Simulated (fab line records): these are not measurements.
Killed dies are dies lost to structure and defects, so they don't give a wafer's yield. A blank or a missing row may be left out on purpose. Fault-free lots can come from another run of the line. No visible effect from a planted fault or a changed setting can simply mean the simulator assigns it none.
Matching of chambers -- flow nand harc -- NHARC_A_STAIRCASE_ETCH_253 on rie diel-05 has 4 sister chambers
The step etches the open film in C4F8/O2, target depth 50 nm, time 20.2 s. 4 wafers are shown with their chamber, then 8 later ones without.

WAFERS WITH THEIR CHAMBER
wafer,chamber,rf vpp V (V)
L076.2,1,901
L077.3,0,896
L077.5,2,895
L092.2,3,889

WAFERS MISSING THEIR CHAMBER
wafer,rf vpp V (V)
L092.3,894
L092.6,893
L093.1,888
L093.2,893
L093.3,888
L095.2,889
L095.4,894
L095.6,896

EACH ONE'S CHAMBER
wafer,from the rows above,in truth
L092.3,can't be placed: 2 or 0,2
L092.6,can't be placed: 2 or 0 or 3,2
L093.1,3,3
L093.2,can't be placed: 2 or 0 or 3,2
L093.3,3,3
L095.2,3,3
L095.4,can't be placed: 2 or 0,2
L095.6,can't be placed: 0 or 2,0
3 of 8 placed correctly. Not placeable from these rows: 5 (in 5, the candidates include the true chamber). 0 placed wrongly.
How it was worked out, from the rows above alone: a wafer's distance from a chamber is the root of the sum, over the readings, of the square of ((its reading less the chamber's mean) divided by the reading's scatter). The wafer belongs to the nearest chamber; if the next one is less than 2 further off, it can't be placed. Each chamber's mean is taken over the wafers shown for it. The scatter (one wafer shown for each chamber): square how far every hidden wafer sits from the nearest shown wafer, average those squares and take the square root.
